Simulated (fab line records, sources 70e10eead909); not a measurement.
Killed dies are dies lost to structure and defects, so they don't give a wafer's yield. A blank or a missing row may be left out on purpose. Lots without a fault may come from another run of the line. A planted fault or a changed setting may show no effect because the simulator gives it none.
Which tool did it? | flow nand_harc | 13 lots, 39 wafers sampled, at 5 steps of a route of 1302

WHAT THE GAUGES READ, wafer by wafer
NHARC_P_ZERO_WELL_CD_MEAS_37: target cd 720 nm.
lot  | measured     | on        | cd_nm (nm)
L473 | day 2 00:10  | cd_sem-01 | 719.7 719.4 717.0
L474 | day 2 09:51  | cd_sem-03 | 720.2 715.5 717.5
L475 | day 2 19:58  | cd_sem-03 | 720.3 716.1 718.1
L476 | day 3 06:07  | cd_sem-02 | 716.7 715.7 718.9
L479 | day 4 12:31  | cd_sem-03 | 721.1 717.2 715.4
L480 | day 4 22:15  | cd_sem-01 | 719.3 717.6 720.6
L487 | day 7 20:10  | cd_sem-02 | 722.9 717.0 717.0
L488 | day 8 06:04  | cd_sem-02 | 719.4 722.0 717.3
L489 | day 8 16:48  | cd_sem-02 | 721.3 716.6 718.3
L490 | day 9 02:01  | cd_sem-02 | 722.3 723.8 719.3
L493 | day 10 08:16 | cd_sem-01 | 717.9 720.7 722.9
L494 | day 10 18:08 | cd_sem-01 | 718.5 722.8 723.1
L496 | day 11 14:13 | cd_sem-03 | 718.8 718.9 718.7

NHARC_P_GATE_CD_MEAS_11: target cd 1640 nm.
lot  | measured     | on        | cd_nm (nm)
L473 | day 4 19:34  | cd_sem-01 | 1643.6 1643.2 1639.4
L474 | day 5 02:21  | cd_sem-02 | 1639.3 1642.9 1645.3
L475 | day 5 10:29  | cd_sem-03 | 1638.2 1641.0 1639.7
L476 | day 5 18:11  | cd_sem-01 | 1640.8 1641.5 1643.2
L479 | day 6 20:13  | cd_sem-03 | 1642.6 1648.5 1642.5
L480 | day 7 08:52  | cd_sem-02 | 1641.1 1645.2 1639.5
L487 | day 10 17:49 | cd_sem-01 | 1642.6 1641.0 1645.9
L488 | day 10 17:52 | cd_sem-03 | 1637.9 1637.6 1642.3
L489 | day 11 17:17 | cd_sem-02 | 1644.5 1642.6 1642.4
L490 | day 11 17:07 | cd_sem-03 | 1639.8 1641.2 1640.8
L493 | day 13 05:18 | cd_sem-02 | 1642.8 1640.2 1641.3
L494 | day 13 05:16 | cd_sem-02 | 1642.8 1646.8 1642.7
L496 | day 13 23:46 | cd_sem-02 | 1636.0 1634.8 1635.4

NHARC_END_SORT_01.
lot  | measured     | on        | killed_at_array | killed_at_other | killed_at_periphery | killed_dies | killed_open | killed_short
L488 | day 30 13:35 | prober-02 | 75 83           | 2 0             | 4 3                 | 81 86       | 4 3         | 3 2
L494 | day 33 18:29 | prober-01 | 51 60 67        | 0 0 0           | 5 6 3               | 56 66 70    | 2 1 5       | 4 3 4

WHICH TOOL RAN EACH LOT (tool, then ch and the chambers of the sampled wafers, then the start)
lot  | NHARC_P_ZERO_WELL_DESCUM_13        | NHARC_P_ZERO_WELL_PEB_35
L473 | rie_diel-06 ch 2,3, day 1 21:24    | litho_track-05 ch 0, day 2 00:05
L474 | rie_diel-02 ch 2,3, day 2 07:17    | litho_track-05 ch 0, day 2 09:46
L475 | rie_diel-06 ch 2,3, day 2 17:24    | litho_track-05 ch 0, day 2 19:53
L476 | rie_diel-03 ch 0,1,2, day 3 03:25  | litho_track-05 ch 0, day 3 06:01
L479 | rie_diel-06 ch 1,2,3, day 4 09:33  | litho_track-05 ch 0, day 4 12:25
L480 | rie_diel-03 ch 0,1,3, day 4 19:25  | litho_track-05 ch 0, day 4 22:09
L487 | rie_diel-02 ch 0,2,3, day 7 17:26  | litho_track-05 ch 0, day 7 20:04
L488 | rie_diel-03 ch 2,3, day 8 03:25    | litho_track-05 ch 0, day 8 05:58
L489 | rie_diel-02 ch 1,2, day 8 13:24    | litho_track-05 ch 0, day 8 16:43
L490 | rie_diel-03 ch 0,2,3, day 8 23:23  | litho_track-02 ch 0, day 9 01:56
L493 | rie_diel-06 ch 0,1,3, day 10 05:24 | litho_track-02 ch 0, day 10 08:10
L494 | rie_diel-06 ch 1,2,3, day 10 15:17 | litho_track-02 ch 0, day 10 18:02
L496 | rie_diel-06 ch 0,2, day 11 11:24   | litho_track-02 ch 0, day 11 14:08
- NHARC_P_ZERO_WELL_DESCUM_13: chemistry O2, time 3 s.
- NHARC_P_ZERO_WELL_PEB_35: peb time 85 s.

WHAT THE TOOLS THEMSELVES READ (means of the sampled wafers that have a number; where no wafer has one, the mark that the record gives instead)
NHARC_P_ZERO_WELL_DESCUM_13.
lot  | tool        | drypump_motor_current_A (A) | oes_product_au (a.u.) | rf_vpp_V (V) | showerhead_plenum_p_Torr (Torr) | throttle_valve_pct (%)
L473 | rie_diel-06 | 5.76                        | 1.002                 | 58.1         | 1.95                            | 11.309
L474 | rie_diel-02 | 5.46                        | 0.988                 | 57.3         | 1.99                            | 11.310
L475 | rie_diel-06 | 5.78                        | 1.005                 | 58.0         | 1.94                            | 11.325
L476 | rie_diel-03 | 5.50                        | 0.983                 | 58.8         | 1.85                            | 11.306
L479 | rie_diel-06 | 5.55                        | 1.001                 | 58.4         | 1.92                            | 11.313
L480 | rie_diel-03 | 5.53                        | 0.999                 | 56.9         | 1.83                            | 11.312
L487 | rie_diel-02 | 5.63                        | 0.991                 | 57.7         | 1.92                            | 11.323
L488 | rie_diel-03 | 5.50                        | 0.983                 | 57.7         | 1.95                            | 11.309
L489 | rie_diel-02 | 5.78                        | 1.001                 | 58.5         | 1.94                            | 11.317
L490 | rie_diel-03 | 5.40                        | 0.985                 | 57.8         | 1.90                            | 11.310
L493 | rie_diel-06 | 5.41                        | 1.002                 | 58.9         | 1.98                            | 11.311
L494 | rie_diel-06 | 5.54                        | 1.009                 | 57.2         | 1.91                            | 11.309
L496 | rie_diel-06 | 5.13                        | 1.008                 | 57.8         | 1.99                            | 11.314

NHARC_P_ZERO_WELL_PEB_35.
lot  | tool           | heater_power_total_W (W) | plate_temp_C (C)
L473 | litho_track-05 | 163.97                   | 118.15
L474 | litho_track-05 | 163.86                   | 117.80
L475 | litho_track-05 | 163.88                   | 118.10
L476 | litho_track-05 | 164.09                   | 117.96
L479 | litho_track-05 | 163.87                   | 117.95
L480 | litho_track-05 | 163.90                   | 118.00
L487 | litho_track-05 | 166.91                   | 119.69
L488 | litho_track-05 | 166.91                   | 119.70
L489 | litho_track-05 | 166.90                   | 119.58
L490 | litho_track-02 | 164.05                   | 118.06
L493 | litho_track-02 | 163.82                   | 117.86
L494 | litho_track-02 | 164.15                   | 117.77
L496 | litho_track-02 | 164.12                   | 117.82

THE ANSWER, worked out from the rows above alone
Rule: what is usual is taken from the lots themselves. Put in order of their means at a reading, lots are off if they are a third of the lots or fewer, leave a main group of 4 or more, and stand apart from it by a gap of 3 or more times the standard deviation of the main group's means; of several such gaps the widest counts. A main group whose means are all the same, to the digits that the tables above print for the reading, isn't used. A lot without any number at a reading at which 4 lots or more have one is off too. The other lots that the step has rows for count as sound. The gauges are gone through in route order, then the tools' own readings, and for those a lot's mean is taken as printed above. The first step at which some lot is off is used, and at that step the reading that is off furthest; a lot without a number counts as furthest.
Off: L487, L488, L489, at NHARC_P_ZERO_WELL_PEB_35 (heater_power_total_W). The main group: mean 163.97 W, standard deviation 0.12.
A tool fits if, at that step or a process step before it, it ran every lot that is off, and no sound lot after the first of them. One fits: litho_track-05 at NHARC_P_ZERO_WELL_PEB_35. Its last sound lot is L480 (day 4 22:09), its first lot that is off L487 (day 7 20:04): a fault that began between those two fits.
The tool's own readings at NHARC_P_ZERO_WELL_PEB_35 bear it out: on the lots that are off they differ by more than 5 times the standard deviation of the sound lots' means. heater_power_total_W reads 166.91 W there against 163.97 W on the sound lots; plate_temp_C reads 119.66 C there against 117.95 C on the sound lots.

WHAT THE SIMULATOR HAD PUT IN
Process parameter drift: litho_track-05, from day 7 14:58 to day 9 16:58, at NHARC_P_ZERO_WELL_PEB_35. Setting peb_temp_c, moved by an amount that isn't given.
Lots struck among those shown: L487, L488, L489. The rule above found the same.
